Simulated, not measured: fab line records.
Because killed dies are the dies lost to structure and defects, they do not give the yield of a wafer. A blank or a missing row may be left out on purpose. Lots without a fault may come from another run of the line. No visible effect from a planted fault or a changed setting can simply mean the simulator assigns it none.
fab line records | flow n5-finfet
[record] lots = 4 | wafers = 12 | last-day = 18
route steps=1938 shown SD_EPI_P@307 SD_ACTIVATION@330 BEOL_M4@1111 PASSIVATION@1936
lots that met no fault: taken from a fault-free run of the same line
start-h: the number of hours between the record's first day and the start of the first shown wafer of the lot | wait-h: hours from the lot's prior step to this one | " same as the row above | L1.1+2: one row covering several wafers at once | - no value present, or no start provided | * or withheld: withheld | < > ~ a bound
route shown NAME@n: NAME is a module with steps in the file, n the number in the route of the first one | usual: mean and standard deviation over wafers with no fault | same: alike in all rows | chamber/n: place in a boat | sites: readings site by site | _std_site: the values' standard deviation | _edge_site: the outer-site mean with the inner-site mean subtracted | radius-mm: for every site, how far away it sits from the centre of the wafer | mask NAME#n: copy n | behind: the last tool/chamber to shape the wafer | hold: what put the lot on hold/how long, in hours/how the hold closed | device: names the non-switching transistor (n, p or np) | end of line: the same wafers' tests at the end of the route | a step given without rows: its recipe and nothing more | killed: not the wafer's yield, but the dies lost to structure and defects at the first sort | map: shows each die of a wafer: x if killed, . if not, _ if none is there
set.NAME: the run value of the setting; set.NAME@STEP: its run value at that earlier step | model.NAME: the simulator's own value behind a step, which no gauge read
lots at some steps of the route; a table a step, a row a wafer
services: when a tool's chamber went out of use (start-h, in hours from the record's first day, below 0 if earlier), for how many hours, and the reason
[[steps]]
[step N5_SD_EPI_P_ETCH_36]
[recipe] chemistry = CF4 | target = SiARC | target-depth-a = 455 | mask-material = CAR-ArF-block | time-s = 75.8 | ion-energy-ev = 80 | pressure-mtorr = 40 | source-w = 545 | bias-w = 36 | Ar_flow_sccm = 100 | cf4-flow-sccm = 100 | ends = cleared
[step N5_SD_EPI_P_ETCH_37]
[recipe] chemistry = N2/H2 | target = SOC | overetch-a = 1080 | mask-material = SiARC | temp-c = 40 | ion-energy-ev = 100 | source-w = 3000 | bias-w = 133 | pressure-mtorr = 20 | time-s = 486 | n2-flow-sccm = 200 | h2-flow-sccm = 200 | ends = end-point
[step N5_SD_EPI_P_STRIP_38]
[recipe] chemistry = N2/H2 | temp-c = 40 | n2-flow-sccm = 200 | h2-flow-sccm = 200 | rf-frequency-hz = 6e+07
[step N5_SD_EPI_P_ETCHBACK_46]
[recipe] chemistry = CH3F/O2 | mode = anisotropic-etchback | target = SiNx | target-depth-a = 175 | stop-on = SiO2 | over-etch-frac = 0.3 | ion-energy-ev = 120 | pressure-mtorr = 30 | source-w = 395 | bias-w = 73 | Ar_flow_sccm = 150 | CH3F_flow_sccm = 30 | O2_flow_sccm = 20
[step N5_SD_EPI_P_ETCH_47]
[recipe] chemistry = CH3F/O2 | target = SiOCN | target-depth-a = 250 | mask-material = SOC | ion-energy-ev = 60 | bias-w = 29 | pressure-mtorr = 30 | source-w = 410 | Ar_flow_sccm = 150 | CH3F_flow_sccm = 30 | O2_flow_sccm = 20
[step N5_SD_EPI_P_ETCH_16]
[recipe] chemistry = CHF3/O2 | target = SiO2 | target-depth-a = 50 | mask-material = SOC | pressure-mtorr = 30 | source-w = 650 | bias-w = 170 | Ar_flow_sccm = 200 | CHF3_flow_sccm = 50 | O2_flow_sccm = 5 | ion-energy-ev = 200
[step N5_SD_EPI_P_STRIP_50]
[recipe] chemistry = CHF3/O2 | resist = SiARC | rf-frequency-hz = 6e+07
[step N5_SD_EPI_P_SD_RECESS_17]
[recipe] chemistry = HBr/Cl2/O2 | target-depth-a = 391 | bt-time-s = 3 | pressure-mtorr = 10 | icp-w = 800 | bias-w = 112 | HBr_flow_sccm = 150 | Cl2_flow_sccm = 80 | O2_flow_sccm = 12
[step N5_SD_EPI_P_WET_ETCH_45]
[recipe] chemistry = dHF | dilution = withheld | time-s = 10.7 | target = SiO2 | target-depth-a = 20 | temp-c = 25 | dry = ipa-marangoni | rinse-time-s = 30 | rinse-temp-c = 23
[step N5_SD_EPI_P_STRIP_40]
[recipe] chemistry = N2/H2 | power-w = 1000 | temp-c = 250 | h2-frac = 0.65 | overash-fraction = 0.3 | pressure-mtorr = withheld | n2-flow-sccm = 1750 | h2-flow-sccm = 3250
[step N5_SD_EPI_P_PRECLEAN_52]
[recipe] chemistry = O3/DIW | time-s = 60 | temp-c = 22 | o3-ppm = 10
[step N5_SD_EPI_P_SRD_20]
[recipe] dry = ipa-marangoni | do-ppb = 5 | time-s = 30 | temp-c = 23 | rinse-liquid = diw
[step N5_SD_EPI_P_PRECLEAN_51]
[recipe] chemistry = NF3:NH3 | afs-cycles = 1 | temp-c = 30 | time-s = 20 | sublimation-temp-c = 180 | sublimation-time-s = 60 | pressure-torr = 3 | rf-power-w = 30
lot.wafer  | tool         | chamber | start-h | wait-h
L839.2+4+6 | epi-rpcvd-01 | 0       | 109.33  | 0.1
L847.1+2+4 | epi-rpcvd-01 | 0       | 158.11  | 0.0
L848.4+5+6 | epi-rpcvd-01 | 0       | 174.87  | 0.1
L850.1+2+4 | epi-rpcvd-03 | 0       | 178.18  | 0.0
[step N5_SD_EPI_P_VAPOR_ETCH_44]
[recipe] chemistry = NF3/Ar | target = SiGe30 | temp-c = 25 | time-s = 3.3 | mode = isotropic
[step N5_SD_EPI_P_EPI_21]
[recipe] material = SiGe:B | dopant = B | temp-c = 550 | pressure-torr = 20 | ambient = H2 | time-s = 355
[step N5_SD_EPI_P_HM_STRIP_48]
[recipe] chemistry = H3PO4 | temp-c = 160 | material = SiNx | target = SiNx | target-depth-a = 30 | overetch-fraction = 0.3
[step N5_SD_EPI_P_SRD_49]
[recipe] dry = ipa-marangoni | time-s = 30 | temp-c = 23 | rinse-liquid = diw
[step N5_SD_EPI_P_PRECLEAN_24]
[recipe] chemistry = O3/DIW | time-s = 45 | temp-c = 22 | o3-ppm = 10
[step N5_SD_EPI_P_PRECLEAN_32]
[recipe] chemistry = dHF | time-s = 10 | dilution = 500:1 | temp-c = 25
[step N5_SD_EPI_P_PRECLEAN_33]
[recipe] chemistry = SC2 | time-s = 45 | temp-c = 35 | mix = 1:1:50
[step N5_SD_EPI_P_SRD_25]
[recipe] time-s = 30 | temp-c = 23 | rinse-liquid = diw | dry = ipa-marangoni
[step N5_SD_EPI_P_INSPECT_26]
[recipe] inspect-instrument = darkfield | mode = post-epi
[usual] raw-defect-count = 180/39
lot.wafer | tool              | chamber | start-h | wait-h | raw-defect-count
L839.2    | defect-inspect-02 | -       | 112.87  | 0.0    | 177
L839.4    | "                 | -       | "       | "      | 201
L839.6    | "                 | -       | "       | "      | 246
L847.1    | defect-inspect-02 | -       | 160.84  | 0.0    | 1164
L847.2    | "                 | -       | "       | "      | 1193
L847.4    | "                 | -       | "       | "      | 1221
L848.4    | defect-inspect-01 | -       | 177.51  | 0.0    | 1263
L848.5    | "                 | -       | "       | "      | 1219
L848.6    | "                 | -       | "       | "      | 1319
L850.1    | defect-inspect-01 | -       | 181.75  | 0.0    | 237
L850.2    | "                 | -       | "       | "      | 224
L850.4    | "                 | -       | "       | "      | 270
[step N5_SD_ACTIVATION_RTA_00]
[recipe] temp-c = 975 | time-s = 0 | ambient = N2 | idle-temp-c = 600 | ramp-up-c-per-s = 150 | ramp-down-c-per-s = 60 | cool-to-c = 600
[step N5_BEOL_M4_RC_MEAS_101]
[usual] DIBL_N = 36.2/1.6 | DIBL_P = 36.5/1.9 | IOFF_N = 0.158/0.027 | IOFF_P = 0.21/0.038 | ION_N = 675/12 | ION_P = 464/8.9 | SS_N = 71.5/0.61 | SS_P = 73.4/0.59 | VT_N = 250.4/3 | VT_P = -250/3.6
lot.wafer | tool      | chamber | start-h | wait-h | DIBL_N[mV/V] | DIBL_P[mV/V] | IOFF_N[nA/um] | IOFF_P[nA/um] | ION_N[uA/um] | ION_P[uA/um] | SS_N[mV/dec] | SS_P[mV/dec] | VT_N[mV] | VT_P[mV]
L839.2    | prober-02 | 0       | 219.14  | 0.2    | 33.5         | 33.8         | 0.121         | 0.16          | 666          | 456          | 71.6         | 73.7         | 253.3    | -253
L839.4    | "         | 0       | "       | "      | 37.5         | 40.1         | 0.211         | 0.26          | 686          | 471          | 71.5         | 74.4         | 246.2    | -247
L839.6    | "         | 0       | "       | "      | 36.1         | 37.4         | 0.163         | 0.22          | 684          | 467          | 71.0         | 73.6         | 250.5    | -250
L847.1    | prober-01 | 0       | 279.61  | 0.0    | 36.4         | 37.3         | 0.157         | 0.20          | 678          | 461          | 72.5         | 73.5         | 250.1    | -253
L847.2    | "         | 0       | "       | "      | 33.2         | 34.9         | 0.121         | 0.18          | 669          | 465          | 70.8         | 72.5         | 253.1    | -253
L847.4    | "         | 0       | "       | "      | 35.4         | 35.7         | 0.145         | 0.20          | 665          | 453          | 71.5         | 73.4         | 251.5    | -254
L848.4    | prober-01 | 0       | 281.71  | 0.5    | 37.5         | 38.3         | 0.174         | 0.26          | 692          | 475          | 71.1         | 74.4         | 245.8    | -245
L848.5    | "         | 0       | "       | "      | 37.9         | 38.2         | 0.169         | 0.25          | 690          | 481          | 71.9         | 73.6         | 249.3    | -247
L848.6    | "         | 0       | "       | "      | 35.0         | 35.0         | 0.132         | 0.20          | 672          | 461          | 71.0         | 72.5         | 254.3    | -248
L850.1    | prober-02 | 0       | 307.55  | 0.0    | 37.6         | 35.6         | 0.169         | 0.23          | 663          | 456          | 72.5         | 73.1         | 251.5    | -248
L850.2    | "         | 0       | "       | "      | 36.5         | 35.5         | 0.159         | 0.23          | 674          | 470          | 72.1         | 73.5         | 249.0    | -246
L850.4    | "         | 0       | "       | "      | 37.8         | 36.5         | 0.174         | 0.24          | 675          | 461          | 72.2         | 73.8         | 248.9    | -249
[step N5_PASSIVATION_PROBE_49]
[usual] defect-limited-yield = 91.3/1.7 | killed_at_M0_to_M3 = 33/11 | killed_at_M4_up = 14/5.5 | killed-at-contacts = 13/6.5 | killed-at-front-end = 39/13 | killed-at-other = 3.4/2.9 | killed-dies = 103/20 | killed-open = 69/15 | killed-short = 32/8.1 | sort_bin_5_function = 5.1/1.1 | sort_bin_6_memory = 3.3/0.74 | sort_bin_8_speed = 0.00/0.014 | sort-n-pass = 1077/20 | sort-yield-pct = 91.3/1.7
[same] gross-dies = 1180 | killed-at-back-side = 0 | sort_bin_4_leakage[%] = 0
lot.wafer | tool      | chamber | start-h | wait-h | defect-limited-yield[%] | killed_at_M0_to_M3 | killed_at_M4_up | killed-at-contacts | killed-at-front-end | killed-at-other | killed-dies | killed-open | killed-short | sort_bin_5_function[%] | sort_bin_6_memory[%] | sort_bin_8_speed[%] | sort-n-pass | sort-yield-pct[%]
L847.1    | prober-01 | -       | 390.75  | 0.0    | 82.4                    | 12                 | 12              | 6                  | 174                 | 4               | 208         | 35          | 33           | 10.7                   | 3.0                  | 0                   | 972         | 82.4
L847.2    | prober-01 | -       | 390.80  | 0.1    | 78.6                    | 17                 | 13              | 19                 | 198                 | 5               | 252         | 63          | 41           | 13.3                   | 5.2                  | 0                   | 928         | 78.6
L847.4    | prober-01 | -       | 390.90  | 0.2    | 81.1                    | 29                 | 13              | 3                  | 174                 | 4               | 223         | 51          | 20           | 10.8                   | 4.1                  | 0                   | 957         | 81.1
L848.4    | prober-02 | -       | 393.93  | 0.2    | 79.8                    | 31                 | 19              | 16                 | 169                 | 3               | 238         | 70          | 21           | 11.9                   | 4.6                  | 0                   | 942         | 79.8
L848.5    | prober-02 | -       | 393.98  | 0.2    | 78.2                    | 36                 | 20              | 14                 | 182                 | 5               | 257         | 74          | 31           | 13.1                   | 5.3                  | 0                   | 923         | 78.2
L848.6    | prober-02 | -       | 394.03  | 0.3    | 79.8                    | 43                 | 10              | 19                 | 164                 | 2               | 238         | 52          | 34           | 13.2                   | 3.8                  | 0                   | 942         | 79.8
// killed by level:class
L847.1 SD_EPI_P:unspecified=139 FIN_SAQP:geometric-particle:short=10 STI_FIN_REVEAL:geometric-particle:open=6 BEOL_M0_SAQP:geometric-particle:open=5 ILD0:geometric-particle:short=4 FIN_CUT:geometric-particle:short=4 BEOL_M4:geometric-particle:open=4 MOL_CONTACT_COAG:geometric-particle:open=4
L847.2 SD_EPI_P:unspecified=145 MOL_CONTACT_COAG:geometric-particle:open=15 STI_FIN_REVEAL:geometric-particle:open=12 FIN_SAQP:geometric-particle:short=8 FIN_SAQP:geometric-particle:open=7 GATE_CUT:geometric-particle:short=7 BEOL_M2:geometric-particle:open=4 STARTING-WAFER:geometric-particle:short=4
L847.4 SD_EPI_P:unspecified=145 DUMMY_GATE:geometric-particle:open=8 BEOL_M1:geometric-particle:open=7 BEOL_M3:geometric-particle:open=7 BEOL_M4:geometric-particle:open=5 BEOL_M0:geometric-particle:open=5 FIN_SAQP:geometric-particle:open=4 GATE_CUT:geometric-particle:short=4
L848.4 SD_EPI_P:unspecified=145 MOL_CONTACT_COAG:geometric-particle:open=12 BEOL_M4:geometric-particle:open=12 STI_FIN_REVEAL:geometric-particle:open=9 BEOL_M3:geometric-particle:open=8 BEOL_M0_SAQP:geometric-particle:open=6 FIN_SAQP:geometric-particle:open=5 BEOL_M2:geometric-particle:open=5
L848.5 SD_EPI_P:unspecified=150 BEOL_M2:geometric-particle:open=20 MOL_CONTACT_COAG:geometric-particle:open=11 BEOL_M4:geometric-particle:open=9 FIN_SAQP:geometric-particle:open=7 STI_FIN_REVEAL:geometric-particle:open=5 BEOL_M2:geometric-particle:short=5 BEOL_M7:geometric-particle:open=4
L848.6 SD_EPI_P:unspecified=148 MOL_CONTACT_COAG:geometric-particle:open=11 BEOL_M0_SAQP:geometric-particle:short=10 BEOL_M2:geometric-particle:open=10 BEOL_M0_SAQP:geometric-particle:open=7 FIN_SAQP:geometric-particle:short=6 MOL_CONTACT_COAG:geometric-particle:short=5 BEOL_M1:geometric-particle:open=5
// map L847.2 (x killed, . not)
_________________...........x________________
______________.................._____________
___________..................x.....__________
__________...x......................_________
________............x...x............._______
_______......x....................x....______
______.x.....xxx............x..........._____
_____...x.x...x..x.......................____
____.x.xxxxxxxxxxx.x........xx........x...___
___...xxxxxxxxxxxx.x..x.....x.xx..........x__
___x.xxxxxxxxxxxx.xxx.....x..........x...x.__
__...xxxxxxxxxxxxxxx........x..............._
__...xxxxxxxxxxxxxxxx......................._
_x..xxxxxxxxxxxxxxxxx..x...........x.........
_..xxxxxxxxxxxxxxxxx...................x...x.
_....xxxxxxxxxxxxxxxx..........x...........x.
_....xxxxxxxxxxxx...........................x
_......xxxxxxxxxxx....x.......x...x.x........
_x.....xx.xxx.x.xxx........................x.
_..........xxx...x......................x....
_........x.x..............x.................x
__...............x....x...xx......x......x.._
__.............x.x.xx.........xx....x...x..._
___....xx.................x................__
___........x.....x...................x.....__
____...x..............xx...x..........x...___
_____....x...........xx...........x......____
______...x......x..........x........xx.._____
_______....x.........x.................______
________........x...x..........x......_______
__________..xx......................_________
___________.x....x....xx...........__________
______________.................._____________
_________________...........x________________
// map L848.5 (x killed, . not)
_________________x..x...x....________________
______________...........x....x._____________
___________...xx....x.x.........x..__________
__________..........x............x.._________
________..................xx......xx.._______
_______......x......x............x.....______
______..x.x....xx.................x.xx.._____
_____..x...x..........x................x.____
____x...xxxx.xx......xx...................___
___...xxxxxxxxxxxxx.x......................__
___.xxxxxxxxxxxxxxx..x.................x...__
__...xxxxxxxxxxxxxxx...x..x.............x..._
__..xxxxxxxxxxxxxxx.x.x.x..x....x...x......x_
_....xxxxxxxxxxxxxxxx.......x.......x........
_...x.xxxxxxxxxxx.x.x...x...x.x...x.........x
_....xxxxxxxxxxxxxxxx.xx..x.............x....
_..x.xxxxxxxxxxxx....x.x.....................
_......xxxxxxxxx....xx.....................x.
_.x....xxxxxxxx.xx........x.x................
_.......x.xxx..x.............................
_....x....xx.....x...............x....x......
__.x..........x..........................x.._
__....x...............x.....x.x..x.........._
___................x.......................__
___....x......x..............x.............__
____...x.....x...x.x......................___
_____......x.........x....x.....x....x...____
______.....x..x........................._____
_______....x...........................______
________........x....x..........x....x_______
__________...x...........x.........._________
___________.x....x.......x..xx.....__________
______________.x..........x....._____________
_________________.......x.x..________________
[[services]]
tool         | chamber | start-h | hours | kind
epi-rpcvd-01 | -       | 113.80  | 18.9  | pm
[[key]]
[first-sign] step = N5_SD_EPI_P_INSPECT_26 | reading = raw-defect-count | direction = up | sigmas = 27 | usual = 180 | struck = 1230
[effect] step = N5_PASSIVATION_PROBE_49 | reading = killed-at-front-end | direction = up | sigmas = 11 | usual = 39 | struck = 177
[more-kills-born-at] N5_SD_EPI_P_PRECLEAN_51@epi-rpcvd-01 = 872
met-at N5_SD_EPI_P_PRECLEAN_51
struck-wafers L847.1,L847.2,L847.4,L848.4,L848.5,L848.6
onset-between 109.33 158.11
[fault] kind = chamber-particle-source | tool = epi-rpcvd-01 | chamber = - | onset-h = 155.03 | steps = N5_SD_EPI_P_PRECLEAN_51 | rate-per-visit-cm2 = 1.5754 | end-h = 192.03
